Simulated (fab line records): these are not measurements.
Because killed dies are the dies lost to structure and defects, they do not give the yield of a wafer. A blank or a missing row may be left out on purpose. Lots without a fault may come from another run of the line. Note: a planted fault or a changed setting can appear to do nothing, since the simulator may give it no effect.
fab line records || flow nandHarc
record {"lots": 7, "wafers": 18, "lastDay": 33}
route steps=1302 shown A_STAIRCASE@755 END@1302
lots that met no fault: from a run of the same line without faults
startH: hours from the record's opening day to when the first of the lot's shown wafers began || waitH: how many hours have passed since the lot's step before this one || " repeats the value in the row above || L1.1+2: a row that stands for several wafers || - value missing, or start not given || * or withheld: withheld || < > ~ a bound
route shown NAME@n: NAME is a module with steps in the file, n the number in the route of the first one || usual: mean and standard deviation over wafers with no fault || same: alike in all rows || chamber/n: place in a boat || sites: readings site by site || _std_site: standard deviation across them || _edge_site: inner sites' mean taken away from outer sites' mean || radiusMm: for every site, how far away it sits from the centre of the wafer || mask NAME#n: copy n || behind: the most recent tool/chamber to have shaped the wafer || hold: why the lot was held/for how many hours/how that ended || device: the transistor (n, p or np) that didn't switch || end of line: the tests these same wafers got at the end of their route || a step with no rows: only its recipe || killed: dies that structure and defects cost at the first sort, which is not the same as the wafer's yield || map: dies across one wafer; x = killed, . = not, _ = none there
set.NAME: the run value of the setting; set.NAME@STEP: its run value at that earlier step || model.NAME: the simulator's own value behind a step, which no gauge read
lots at selected steps of the route; one table per step, one row per wafer
services: a tool's chamber out of use, with start hour (startH, from the record's first day; less than 0 if before it), hours out, and reason
## steps
# step NHARC_A_STAIRCASE_SRD_241
# step NHARC_A_STAIRCASE_DEHYDRATE_242
# recipe {"tempC": 150, "timeS": 120}
# step NHARC_A_STAIRCASE_HMDS_243
# recipe {"timeS": 30}
# step NHARC_A_STAIRCASE_COAT_244
# recipe {"spinRpm": 1200}
# step NHARC_A_STAIRCASE_SOFTBAKE_245
# recipe {"tempC": 135, "timeS": 170}
# step NHARC_A_STAIRCASE_EBR_246
# step NHARC_A_STAIRCASE_EXPOSE_247
# recipe {"na": 0.5, "doseMj": 25.34, "maskId": "SDS_1"}
# step NHARC_A_STAIRCASE_PEB_248
# recipe {"pebTempC": 115, "pebTimeS": 130}
# step NHARC_A_STAIRCASE_DEVELOP_249
# recipe {"timeS": 140}
# step NHARC_A_STAIRCASE_HARDBAKE_251
# recipe {"tempC": 120, "timeS": 140}
# step NHARC_A_STAIRCASE_DESCUM_252
# recipe {"timeS": 3, "o2FlowSccm": 200, "arFlowSccm": 0, "biasPowerW": 0, "chemistry": "O2"}
# usual {"drypumpMotorCurrentA": "5.8/0.53", "oesProductAu": "0.996/0.01", "rfVppV": "57.8/0.88", "showerheadPlenumPTorr": "1.90/0.055", "throttleValvePct": "11.311/0.0079"}
{"lot.wafer": "L943.2", "tool": "rieDiel-11", "chamber": 0, "startH": 417.94, "waitH": "-", "drypumpMotorCurrentA": 6.5, "oesProductAu": 1.000, "rfHoursCounterH": 55, "rfVppV": 57.1, "showerheadPlenumPTorr": 1.85, "throttleValvePct": 11.312}
{"lot.wafer": "L943.3", "tool": "rieDiel-11", "chamber": 0, "startH": 417.94, "waitH": "-", "drypumpMotorCurrentA": 6.5, "oesProductAu": 0.988, "rfHoursCounterH": "-", "rfVppV": 57.9, "showerheadPlenumPTorr": 1.85, "throttleValvePct": 11.323}
{"lot.wafer": "L943.5", "tool": "rieDiel-11", "chamber": 0, "startH": 417.94, "waitH": "-", "drypumpMotorCurrentA": 6.5, "oesProductAu": 0.999, "rfHoursCounterH": "-", "rfVppV": 58.6, "showerheadPlenumPTorr": 1.85, "throttleValvePct": 11.318}
{"lot.wafer": "L948.2", "tool": "rieDiel-02", "chamber": 1, "startH": 466.25, "waitH": "-", "drypumpMotorCurrentA": 6.3, "oesProductAu": 0.997, "rfHoursCounterH": 20, "rfVppV": 58.4, "showerheadPlenumPTorr": 1.95, "throttleValvePct": 11.306}
{"lot.wafer": "L948.1", "tool": "rieDiel-02", "chamber": 0, "startH": 466.25, "waitH": "-", "drypumpMotorCurrentA": 5.1, "oesProductAu": 0.994, "rfHoursCounterH": 23, "rfVppV": 57.8, "showerheadPlenumPTorr": 1.93, "throttleValvePct": 11.313}
{"lot.wafer": "L949.4", "tool": "rieDiel-02", "chamber": 2, "startH": 473.62, "waitH": "-", "drypumpMotorCurrentA": 6.3, "oesProductAu": 0.988, "rfHoursCounterH": 21, "rfVppV": 56.3, "showerheadPlenumPTorr": 1.88, "throttleValvePct": 11.311}
{"lot.wafer": "L949.2", "tool": "rieDiel-02", "chamber": 0, "startH": 473.62, "waitH": "-", "drypumpMotorCurrentA": 5.1, "oesProductAu": 0.992, "rfHoursCounterH": 26, "rfVppV": 57.7, "showerheadPlenumPTorr": 1.92, "throttleValvePct": 11.312}
{"lot.wafer": "L950.2", "tool": "rieDiel-02", "chamber": 0, "startH": 487.46, "waitH": "-", "drypumpMotorCurrentA": 5.1, "oesProductAu": 1.000, "rfHoursCounterH": 29, "rfVppV": 58.8, "showerheadPlenumPTorr": 1.92, "throttleValvePct": 11.307}
{"lot.wafer": "L950.5", "tool": "rieDiel-02", "chamber": 2, "startH": 487.46, "waitH": "-", "drypumpMotorCurrentA": 6.3, "oesProductAu": 1.001, "rfHoursCounterH": "-", "rfVppV": 57.5, "showerheadPlenumPTorr": 1.88, "throttleValvePct": 11.312}
{"lot.wafer": "L954.3", "tool": "rieDiel-11", "chamber": 2, "startH": 531.36, "waitH": "-", "drypumpMotorCurrentA": 5.6, "oesProductAu": 0.991, "rfHoursCounterH": 36, "rfVppV": 58.4, "showerheadPlenumPTorr": 1.94, "throttleValvePct": 11.318}
{"lot.wafer": "L954.1", "tool": "rieDiel-11", "chamber": 3, "startH": 531.36, "waitH": "-", "drypumpMotorCurrentA": 6.1, "oesProductAu": 0.995, "rfHoursCounterH": 33, "rfVppV": 56.6, "showerheadPlenumPTorr": 1.78, "throttleValvePct": 11.311}
{"lot.wafer": "L954.6", "tool": "rieDiel-11", "chamber": 1, "startH": 531.36, "waitH": "-", "drypumpMotorCurrentA": 5.7, "oesProductAu": 1.005, "rfHoursCounterH": "-", "rfVppV": 57.6, "showerheadPlenumPTorr": 1.91, "throttleValvePct": 11.295}
{"lot.wafer": "L956.2", "tool": "rieDiel-02", "chamber": 2, "startH": 558.00, "waitH": "-", "drypumpMotorCurrentA": 6.3, "oesProductAu": 1.009, "rfHoursCounterH": 51, "rfVppV": 58.0, "showerheadPlenumPTorr": 1.87, "throttleValvePct": 11.310}
{"lot.wafer": "L956.3", "tool": "rieDiel-02", "chamber": 0, "startH": 558.00, "waitH": "-", "drypumpMotorCurrentA": 5.1, "oesProductAu": 1.011, "rfHoursCounterH": 54, "rfVppV": 59.0, "showerheadPlenumPTorr": 1.91, "throttleValvePct": 11.323}
{"lot.wafer": "L956.5", "tool": "rieDiel-02", "chamber": 1, "startH": 558.00, "waitH": "-", "drypumpMotorCurrentA": 6.3, "oesProductAu": 0.994, "rfHoursCounterH": "-", "rfVppV": 58.2, "showerheadPlenumPTorr": 1.94, "throttleValvePct": 11.302}
{"lot.wafer": "L961.2", "tool": "rieDiel-13", "chamber": 0, "startH": 603.08, "waitH": "-", "drypumpMotorCurrentA": 5.6, "oesProductAu": 0.975, "rfHoursCounterH": 25, "rfVppV": 56.9, "showerheadPlenumPTorr": 1.98, "throttleValvePct": 11.315}
{"lot.wafer": "L961.3", "tool": "rieDiel-13", "chamber": 2, "startH": 603.08, "waitH": "-", "drypumpMotorCurrentA": 5.0, "oesProductAu": 0.992, "rfHoursCounterH": 28, "rfVppV": 57.1, "showerheadPlenumPTorr": 1.88, "throttleValvePct": 11.311}
{"lot.wafer": "L961.6", "tool": "rieDiel-13", "chamber": 2, "startH": 603.08, "waitH": "-", "drypumpMotorCurrentA": 5.0, "oesProductAu": 0.993, "rfHoursCounterH": "-", "rfVppV": 57.1, "showerheadPlenumPTorr": 1.88, "throttleValvePct": 11.306}
# step NHARC_A_STAIRCASE_ETCH_253
# recipe {"targetDepthA": 500, "timeS": 20.2, "ionEnergyEv": 400, "c4f8FlowSccm": 20, "o2FlowSccm": 10, "arFlowSccm": "withheld", "rfW": 600, "biasW": 1000, "chemistry": "C4F8/O2"}
# usual {"oesProductAu": "0.952/0.02", "rfVppV": "895/3.6", "runLengthS": "41.6/0.47"}
{"lot.wafer": "L943.2", "tool": "rieDiel-11", "chamber": 0, "startH": 418.08, "waitH": 0.1, "oesProductAu": 0.947, "rfHoursCounterH": 55, "rfVppV": 892, "runLengthS": 41.6}
{"lot.wafer": "L943.3", "tool": "rieDiel-11", "chamber": 2, "startH": 418.08, "waitH": 0.1, "oesProductAu": 0.948, "rfHoursCounterH": "-", "rfVppV": 898, "runLengthS": 41.9}
{"lot.wafer": "L943.5", "tool": "rieDiel-11", "chamber": 2, "startH": 418.08, "waitH": 0.1, "oesProductAu": 0.956, "rfHoursCounterH": "-", "rfVppV": 898, "runLengthS": 41.9}
{"lot.wafer": "L948.2", "tool": "rieDiel-02", "chamber": 0, "startH": 466.34, "waitH": 0.1, "oesProductAu": 0.969, "rfHoursCounterH": 23, "rfVppV": 898, "runLengthS": 44.7}
{"lot.wafer": "L948.1", "tool": "rieDiel-02", "chamber": 3, "startH": 466.34, "waitH": 0.1, "oesProductAu": 0.988, "rfHoursCounterH": 22, "rfVppV": 895, "runLengthS": 44.0}
{"lot.wafer": "L949.2", "tool": "rieDiel-02", "chamber": 1, "startH": 473.70, "waitH": 0.1, "oesProductAu": 0.969, "rfHoursCounterH": 22, "rfVppV": 899, "runLengthS": 44.6}
{"lot.wafer": "L949.4", "tool": "rieDiel-02", "chamber": 2, "startH": 473.70, "waitH": 0.1, "oesProductAu": 0.967, "rfHoursCounterH": 21, "rfVppV": 896, "runLengthS": 41.7}
{"lot.wafer": "L950.2", "tool": "rieDiel-02", "chamber": 0, "startH": 487.53, "waitH": 0.1, "oesProductAu": 0.969, "rfHoursCounterH": 29, "rfVppV": 897, "runLengthS": 44.5}
{"lot.wafer": "L950.5", "tool": "rieDiel-02", "chamber": 2, "startH": 487.53, "waitH": 0.1, "oesProductAu": 0.952, "rfHoursCounterH": "-", "rfVppV": 895, "runLengthS": 41.9}
{"lot.wafer": "L954.3", "tool": "rieDiel-11", "chamber": 0, "startH": 531.62, "waitH": 0.3, "oesProductAu": 0.912, "rfHoursCounterH": 33, "rfVppV": 890, "runLengthS": 41.7}
{"lot.wafer": "L954.1", "tool": "rieDiel-11", "chamber": 1, "startH": 531.62, "waitH": 0.3, "oesProductAu": 0.941, "rfHoursCounterH": 37, "rfVppV": 895, "runLengthS": 42.0}
{"lot.wafer": "L954.6", "tool": "rieDiel-11", "chamber": 2, "startH": 531.62, "waitH": 0.3, "oesProductAu": 0.936, "rfHoursCounterH": "-", "rfVppV": 898, "runLengthS": 41.7}
{"lot.wafer": "L956.3", "tool": "rieDiel-02", "chamber": 0, "startH": 558.10, "waitH": 0.1, "oesProductAu": 0.972, "rfHoursCounterH": 54, "rfVppV": 896, "runLengthS": 41.5}
{"lot.wafer": "L956.2", "tool": "rieDiel-02", "chamber": 1, "startH": 558.10, "waitH": 0.1, "oesProductAu": 0.962, "rfHoursCounterH": 53, "rfVppV": 899, "runLengthS": 41.0}
{"lot.wafer": "L956.5", "tool": "rieDiel-02", "chamber": 2, "startH": 558.10, "waitH": 0.1, "oesProductAu": 0.970, "rfHoursCounterH": "-", "rfVppV": 893, "runLengthS": 41.9}
{"lot.wafer": "L961.2", "tool": "rieDiel-13", "chamber": 0, "startH": 603.19, "waitH": 0.1, "oesProductAu": 0.948, "rfHoursCounterH": 25, "rfVppV": 901, "runLengthS": 42.4}
{"lot.wafer": "L961.3", "tool": "rieDiel-13", "chamber": 2, "startH": 603.19, "waitH": 0.1, "oesProductAu": 0.954, "rfHoursCounterH": 28, "rfVppV": 892, "runLengthS": 42.4}
{"lot.wafer": "L961.6", "tool": "rieDiel-13", "chamber": 1, "startH": 603.19, "waitH": 0.1, "oesProductAu": 0.955, "rfHoursCounterH": "-", "rfVppV": 887, "runLengthS": 40.7}
# step NHARC_A_STAIRCASE_STRIP_254
# recipe {"powerW": 1500, "tempC": 250, "chemistry": "O2"}
# usual {"drypumpMotorCurrentA": "5.6/0.64", "heaterPowerW": "310/36"}
{"lot.wafer": "L943.2", "tool": "plasmaAsher-01", "chamber": 0, "startH": 418.19, "waitH": 0.1, "drypumpMotorCurrentA": 6.3, "heaterPowerW": 341, "rfHoursCounterH": 13}
{"lot.wafer": "L943.3", "tool": "plasmaAsher-01", "chamber": 1, "startH": 418.19, "waitH": 0.1, "drypumpMotorCurrentA": 6.1, "heaterPowerW": 368, "rfHoursCounterH": "-"}
{"lot.wafer": "L943.5", "tool": "plasmaAsher-01", "chamber": 0, "startH": 418.19, "waitH": 0.1, "drypumpMotorCurrentA": 6.2, "heaterPowerW": 346, "rfHoursCounterH": "-"}
{"lot.wafer": "L948.1", "tool": "plasmaAsher-02", "chamber": 1, "startH": 466.46, "waitH": "-", "drypumpMotorCurrentA": 5.6, "heaterPowerW": 286, "rfHoursCounterH": 34}
{"lot.wafer": "L948.2", "tool": "plasmaAsher-02", "chamber": 0, "startH": 466.46, "waitH": "-", "drypumpMotorCurrentA": 4.7, "heaterPowerW": 273, "rfHoursCounterH": 34}
{"lot.wafer": "L949.2", "tool": "plasmaAsher-01", "chamber": 1, "startH": 474.36, "waitH": "-", "drypumpMotorCurrentA": 6.2, "heaterPowerW": 363, "rfHoursCounterH": 27}
{"lot.wafer": "L949.4", "tool": "plasmaAsher-01", "chamber": 1, "startH": 474.36, "waitH": "-", "drypumpMotorCurrentA": 6.1, "heaterPowerW": 364, "rfHoursCounterH": "-"}
{"lot.wafer": "L950.2", "tool": "plasmaAsher-02", "chamber": 1, "startH": 487.61, "waitH": "-", "drypumpMotorCurrentA": 5.6, "heaterPowerW": 275, "rfHoursCounterH": 1}
{"lot.wafer": "L950.5", "tool": "plasmaAsher-02", "chamber": 0, "startH": 487.61, "waitH": "-", "drypumpMotorCurrentA": 4.7, "heaterPowerW": 276, "rfHoursCounterH": "-"}
{"lot.wafer": "L954.1", "tool": "plasmaAsher-01", "chamber": 0, "startH": 531.75, "waitH": "-", "drypumpMotorCurrentA": 6.3, "heaterPowerW": 339, "rfHoursCounterH": 1}
{"lot.wafer": "L954.3", "tool": "plasmaAsher-01", "chamber": 1, "startH": 531.75, "waitH": "-", "drypumpMotorCurrentA": 6.1, "heaterPowerW": 340, "rfHoursCounterH": "-"}
{"lot.wafer": "L954.6", "tool": "plasmaAsher-01", "chamber": 0, "startH": 531.75, "waitH": "-", "drypumpMotorCurrentA": 6.3, "heaterPowerW": 348, "rfHoursCounterH": "-"}
{"lot.wafer": "L956.2", "tool": "plasmaAsher-02", "chamber": 0, "startH": 558.21, "waitH": "-", "drypumpMotorCurrentA": 4.7, "heaterPowerW": 275, "rfHoursCounterH": 16}
{"lot.wafer": "L956.3", "tool": "plasmaAsher-02", "chamber": 0, "startH": 558.21, "waitH": "-", "drypumpMotorCurrentA": 4.7, "heaterPowerW": 277, "rfHoursCounterH": "-"}
{"lot.wafer": "L956.5", "tool": "plasmaAsher-02", "chamber": 0, "startH": 558.21, "waitH": "-", "drypumpMotorCurrentA": 4.7, "heaterPowerW": 277, "rfHoursCounterH": "-"}
{"lot.wafer": "L961.2", "tool": "plasmaAsher-01", "chamber": 1, "startH": 603.33, "waitH": "-", "drypumpMotorCurrentA": 6.2, "heaterPowerW": 332, "rfHoursCounterH": 14}
{"lot.wafer": "L961.3", "tool": "plasmaAsher-01", "chamber": 0, "startH": 603.33, "waitH": "-", "drypumpMotorCurrentA": 6.3, "heaterPowerW": 353, "rfHoursCounterH": "-"}
{"lot.wafer": "L961.6", "tool": "plasmaAsher-01", "chamber": 1, "startH": 603.33, "waitH": "-", "drypumpMotorCurrentA": 6.2, "heaterPowerW": 350, "rfHoursCounterH": "-"}
# step NHARC_END_SORT_01
# recipe {"tempC": 25}
# usual {"killedAtArray": "54/17", "killedAtOther": "1.0/1.4", "killedAtPeriphery": "3.6/2.1", "killedDies": "58/17", "killedOpen": "3.2/2", "killedShort": "2.5/1.5"}
# same {"grossDies": 677}
{"lot.wafer": "L948.1", "tool": "prober-01", "chamber": 0, "startH": 654.56, "waitH": 2.5, "killedAtArray": 59, "killedAtOther": 2, "killedAtPeriphery": 2, "killedDies": 63, "killedOpen": 2, "killedShort": 2}
{"lot.wafer": "L948.2", "tool": "prober-01", "chamber": 0, "startH": 655.36, "waitH": 2.8, "killedAtArray": 39, "killedAtOther": 3, "killedAtPeriphery": 2, "killedDies": 44, "killedOpen": 2, "killedShort": 2}
{"lot.wafer": "L950.2", "tool": "prober-01", "chamber": 0, "startH": 687.72, "waitH": 2.8, "killedAtArray": 16, "killedAtOther": 0, "killedAtPeriphery": 3, "killedDies": 19, "killedOpen": 0, "killedShort": 1}
{"lot.wafer": "L950.5", "tool": "prober-01", "chamber": 0, "startH": 690.17, "waitH": 3.8, "killedAtArray": 24, "killedAtOther": 2, "killedAtPeriphery": 5, "killedDies": 31, "killedOpen": 8, "killedShort": 3}
# killed by level:class
L948.1 A_CHANNEL_HOLE_D1:chamberFilmFlake=36 A_CHANNEL_HOLE_D2:chamberFilmFlake=15 A_CONTACT:chamberFilmFlake=4 THIN_TSV:chamberFilmFlake=2 P_GATE:geometricParticle:open=1 A_ONON_D1:geometricParticle:short=1 A_CHANNEL_FILL_D1:geometricParticle:open=1 A_CHANNEL_FILL_D1:geometricParticle:short=1
L948.2 A_CHANNEL_HOLE_D2:chamberFilmFlake=18 A_CHANNEL_HOLE_D1:chamberFilmFlake=11 A_CONTACT:chamberFilmFlake=3 THIN_TSV:chamberFilmFlake=3 A_SLIT:chamberFilmFlake=2 A_STAIRCASE:chamberFilmFlake=2 P_M0:geometricParticle:short=1 A_SGD_CUT:geometricParticle:open=1
L950.2 A_CHANNEL_HOLE_D1:chamberFilmFlake=9 A_STAIRCASE:chamberFilmFlake=2 A_BLC:chamberFilmFlake=2 P_M1:geometricParticle:short=1 P_STI:chamberFilmFlake=1 P_BONDPAD:chamberFilmFlake=1 A_ZERO_WELL:chamberFilmFlake=1 A_CHANNEL_HOLE_D2:chamberFilmFlake=1
L950.5 A_CHANNEL_HOLE_D1:chamberFilmFlake=7 A_M0:geometricParticle:open=5 P_BONDPAD:chamberFilmFlake=3 A_SLIT:chamberFilmFlake=3 A_DECK1_JOINT:chamberFilmFlake=2 P_CONTACT:geometricParticle:open=1 A_CHANNEL_FILL_D1:geometricParticle:open=1 A_ONON_D2:geometricParticle:short=1
## services
{"tool": "rieDiel-11", "chamber": 1, "startH": 399.63, "hours": 34.1, "kind": "repair"}
{"tool": "rieDiel-02", "chamber": 0, "startH": 402.87, "hours": "-", "kind": "clean"}
{"tool": "rieDiel-02", "chamber": 1, "startH": 402.87, "hours": "-", "kind": "clean"}
{"tool": "rieDiel-02", "chamber": 2, "startH": 402.87, "hours": "-", "kind": "clean"}
{"tool": "rieDiel-02", "chamber": 3, "startH": 402.87, "hours": "-", "kind": "clean"}
{"tool": "rieDiel-11", "chamber": 3, "startH": 405.17, "hours": 43.9, "kind": "repair"}
{"tool": "rieDiel-02", "chamber": 0, "startH": 427.37, "hours": "-", "kind": "clean"}
{"tool": "rieDiel-02", "chamber": 1, "startH": 427.37, "hours": "-", "kind": "clean"}
{"tool": "rieDiel-02", "chamber": 2, "startH": 427.37, "hours": "-", "kind": "clean"}
{"tool": "rieDiel-02", "chamber": 3, "startH": 427.37, "hours": "-", "kind": "clean"}
{"tool": "rieDiel-11", "chamber": "-", "startH": 432.79, "hours": 9.0, "kind": "pm"}
{"tool": "rieDiel-02", "chamber": 0, "startH": 451.91, "hours": "-", "kind": "clean"}
{"tool": "rieDiel-02", "chamber": 1, "startH": 451.91, "hours": "-", "kind": "clean"}
{"tool": "rieDiel-02", "chamber": 2, "startH": 451.91, "hours": "-", "kind": "clean"}
{"tool": "rieDiel-02", "chamber": 3, "startH": 451.91, "hours": "-", "kind": "clean"}
{"tool": "plasmaAsher-02", "chamber": "-", "startH": 469.29, "hours": 9.0, "kind": "pm"}
{"tool": "rieDiel-11", "chamber": 0, "startH": 469.56, "hours": 11.5, "kind": "repair"}
{"tool": "rieDiel-02", "chamber": 3, "startH": 511.41, "hours": 3.6, "kind": "repair"}
{"tool": "plasmaAsher-01", "chamber": "-", "startH": 519.19, "hours": 9.0, "kind": "pm"}
{"tool": "rieDiel-13", "chamber": "-", "startH": 522.91, "hours": 9.0, "kind": "pm"}
{"tool": "rieDiel-13", "chamber": 3, "startH": 546.24, "hours": 106.8, "kind": "repair"}
{"tool": "rieDiel-13", "chamber": 0, "startH": 566.03, "hours": 6.0, "kind": "repair"}
{"tool": "rieDiel-02", "chamber": "-", "startH": 570.87, "hours": 9.0, "kind": "pm"}
{"tool": "plasmaAsher-01", "chamber": "-", "startH": 587.98, "hours": 2.5, "kind": "repair"}
## key
firstSign {"step": "NHARC_A_STAIRCASE_ETCH_253", "reading": "runLengthS", "direction": "up", "sigmas": 5.9, "usual": "*", "struck": "*"}
effect none on later readings
metAt NHARC_A_STAIRCASE_ETCH_253
struckWafers L948.1,L948.2,L949.2,L950.2
testerLeftOut L948,L949,L950
fault {"kind": "processParameterDrift", "tool": "rieDiel-02", "chamber": "-", "onsetH": 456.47, "steps": "NHARC_A_STAIRCASE_ETCH_253", "channel": "timeS", "offset": "*", "shape": "step", "endH": 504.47, "scope": "struckWafersOnly", "actsIn": "*", "stated": "*"}
# testerLeftOut: of these lots the tester's yield and bins aren't shown, on N5 and GAA mostly nor the transistor test; their killed dies are dies lost to structure and defects alone, not to doping, threshold or leakage, so they don't give the yield
